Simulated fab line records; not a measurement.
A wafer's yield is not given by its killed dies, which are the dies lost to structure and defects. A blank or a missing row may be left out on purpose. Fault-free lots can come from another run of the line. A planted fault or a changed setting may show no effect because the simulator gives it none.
Which of the tools did it? ; flow nand-harc ; 13 lots, 39 wafers sampled, at 5 steps of a route of 1302

WHAT THE GAUGES READ, wafer by wafer
NHARC_A_SOURCE_PLATE_THK_MEAS_06: measures by ellipsometry.
lot;measured;on;thk-nm (nm)
L296;day 8 07:11;film-metro-01;200.3 200.0 201.2
L298;day 9 00:33;film-metro-02;197.0 202.6 198.5
L299;day 9 13:50;film-metro-02;203.0 203.1 202.3
L301;day 10 06:05;film-metro-02;202.4 203.5 201.9
L302;day 10 23:34;film-metro-01;202.0 204.0 203.5
L305;day 11 14:46;film-metro-02;200.6 200.4 198.5
L309;day 13 17:47;film-metro-01;202.3 202.1 198.1
L310;day 13 17:47;film-metro-02;201.3 201.1 203.9
L311;day 14 11:55;film-metro-01;201.4 201.5 202.1
L314;day 16 01:48;film-metro-02;197.9 197.1 197.5
L315;day 16 06:38;film-metro-02;200.5 199.6 199.2
L317;day 16 20:59;film-metro-01;205.6 202.6 203.9
L318;day 17 04:40;film-metro-01;199.3 202.2 198.3

NHARC_A_ONON_D1_INSPECT_32.
lot;measured;on;raw-defect-count
L296;day 8 21:56;defect-inspect-01;79 68 95
L298;day 9 13:50;defect-inspect-02;75 94 98
L299;day 10 06:09;defect-inspect-01;105 90 66
L301;day 10 22:47;defect-inspect-02;42 81 80
L302;day 11 13:04;defect-inspect-02;101 97 72
L305;day 12 04:14;defect-inspect-02;63 81 84
L309;day 14 07:17;defect-inspect-01;68 77 85
L310;day 14 07:17;defect-inspect-02;68 51 57
L311;day 15 01:25;defect-inspect-02;51 37 57
L314;day 16 15:22;defect-inspect-02;60 86 83
L315;day 16 23:11;defect-inspect-02;51 150 65
L317;day 17 14:55;defect-inspect-02;30 66 42
L318;day 17 14:54;defect-inspect-01;69 83 106

NHARC_END_SORT_01.
lot;measured;on;killed-at-array;killed-at-other;killed-at-periphery;killed-dies;killed-open;killed-short
L301;day 27 13:29;prober-01;59 68 74;0 0 0;2 1 3;61 69 77;3 1 3;2 1 4
L309;day 30 06:14;prober-01;671 672 668;0 0 0;6 5 9;677 677 677;9 3 5;2 2 4
L310;day 30 14:04;prober-01;673 675 675;0 0 0;4 2 2;677 677 677;4 3 4;2 2 0

WHICH TOOL RAN EACH LOT (tool, then ch and the chambers of the sampled wafers, then the start)
lot;NHARC_A_ZERO_WELL_ETCH_19;NHARC_A_ONON_D1_DEP_19
L296;rie-diel-05 ch 1,2, day 7 09:10;pecvd-onon-04 ch 0, day 8 19:10
L298;rie-diel-05 ch 0,1,3, day 8 01:20;pecvd-onon-03 ch 0, day 9 11:15
L299;rie-diel-11 ch 0,3, day 8 14:45;pecvd-onon-04 ch 0, day 10 03:24
L301;rie-diel-11 ch 0,3, day 9 08:04;pecvd-onon-04 ch 0, day 10 19:53
L302;rie-diel-11 ch 0,1, day 10 00:53;pecvd-onon-03 ch 0, day 11 10:17
L305;rie-diel-11 ch 0,3, day 10 17:32;pecvd-onon-04 ch 0, day 12 01:36
L309;rie-diel-11 ch 0,1, day 12 18:01;pecvd-onon-02, day 14 04:35
L310;rie-diel-05 ch 0,2,3, day 12 18:58;pecvd-onon-03, day 14 04:35
L311;rie-diel-11 ch 0,1,2, day 13 13:22;pecvd-onon-02 ch 0, day 14 22:47
L314;rie-diel-11 ch 0,1,3, day 15 02:38;pecvd-onon-03 ch 0, day 16 12:35
L315;rie-diel-05 ch 0,1, day 15 09:10;pecvd-onon-02 ch 0, day 16 20:29
L317;rie-diel-03 ch 0,2,3, day 15 23:06;pecvd-onon-03 ch 0, day 17 12:09
L318;rie-diel-11 ch 0,1,2, day 16 07:10;pecvd-onon-04 ch 0, day 17 12:13
- NHARC_A_ZERO_WELL_ETCH_19: etches the open film in N2/H2, target depth 80 nm, overetch 24 nm, time 87.88 s.
- NHARC_A_ONON_D1_DEP_19: target thk 1000 nm.

AS READ BY THE TOOLS THEMSELVES (means over the sampled wafers that have a number; for cases with no such wafer, the mark the record gives instead)
NHARC_A_ZERO_WELL_ETCH_19.
lot;tool;chamber-pressure-mTorr (mTorr);drypump-motor-current-A (A);oes-product-au (a.u.);rf-vpp-V (V);showerhead-plenum-p-Torr (Torr);throttle-valve-pct (%)
L296;rie-diel-05;29.995;5.7;0.992;431.3;2.09;14.163
L298;rie-diel-05;30.006;5.3;1.010;431.8;2.05;14.164
L299;rie-diel-11;30.007;6.2;1.000;429.1;1.99;14.172
L301;rie-diel-11;29.993;6.3;1.004;429.9;1.99;14.173
L302;rie-diel-11;30.006;6.1;0.997;430.0;1.99;14.180
L305;rie-diel-11;29.981;6.3;1.009;429.7;2.01;14.170
L309;rie-diel-11;30.007;6.0;0.995;428.6;1.99;14.169
L310;rie-diel-05;29.983;5.4;0.994;429.2;2.01;14.170
L311;rie-diel-11;29.993;6.1;1.007;429.7;1.99;14.169
L314;rie-diel-11;29.988;6.1;1.001;429.3;2.00;14.175
L315;rie-diel-05;30.042;5.5;0.997;430.7;2.05;14.177
L317;rie-diel-03;30.012;5.6;0.993;430.1;2.02;14.168
L318;rie-diel-11;30.008;6.0;0.982;428.2;1.99;14.170

NHARC_A_ONON_D1_DEP_19.
lot;tool;n2-flow-sccm (sccm);n2o-flow-sccm (sccm)
L296;pecvd-onon-04;2751;1999
L298;pecvd-onon-03;2749;2007
L299;pecvd-onon-04;2750;2004
L301;pecvd-onon-04;2750;2002
L302;pecvd-onon-03;2753;2005
L305;pecvd-onon-04;2756;1999
L309;pecvd-onon-02;-;-
L310;pecvd-onon-03;-;-
L311;pecvd-onon-02;2754;2008
L314;pecvd-onon-03;2743;2002
L315;pecvd-onon-02;2745;2004
L317;pecvd-onon-03;2748;2005
L318;pecvd-onon-04;2745;1992

THE ANSWER, worked out from the rows above alone
Rule: the lots themselves supply what counts as usual. Put in order of their means at a reading, lots are off if they are a third of the lots or fewer, leave a main group of 4 or more, and stand apart from it by a gap of 3 or more times the standard deviation of the main group's means; of several such gaps the widest counts. Not used: any main group whose means are identical at the precision the tables above print for the reading. Also off: a lot with no number at a reading for which 4 or more lots have one. Any other lot the step has rows for is counted as sound. First the gauges in route order, then the tools' own readings, where a lot's mean is used as printed above. At the first step where some lot is off, the reading lying furthest off is the one used; lots without a number count as furthest.
Off at NHARC_A_ONON_D1_DEP_19 (n2-flow-sccm): L309, L310. Without a number there: L309, L310. The main group: mean 2749 sccm, standard deviation 3.8.
A tool fits if, at that step or a process step before it, it ran every lot that is off, and no sound lot after the first of them. None of those tried fits.

WHAT THE SIMULATOR HAD PUT IN
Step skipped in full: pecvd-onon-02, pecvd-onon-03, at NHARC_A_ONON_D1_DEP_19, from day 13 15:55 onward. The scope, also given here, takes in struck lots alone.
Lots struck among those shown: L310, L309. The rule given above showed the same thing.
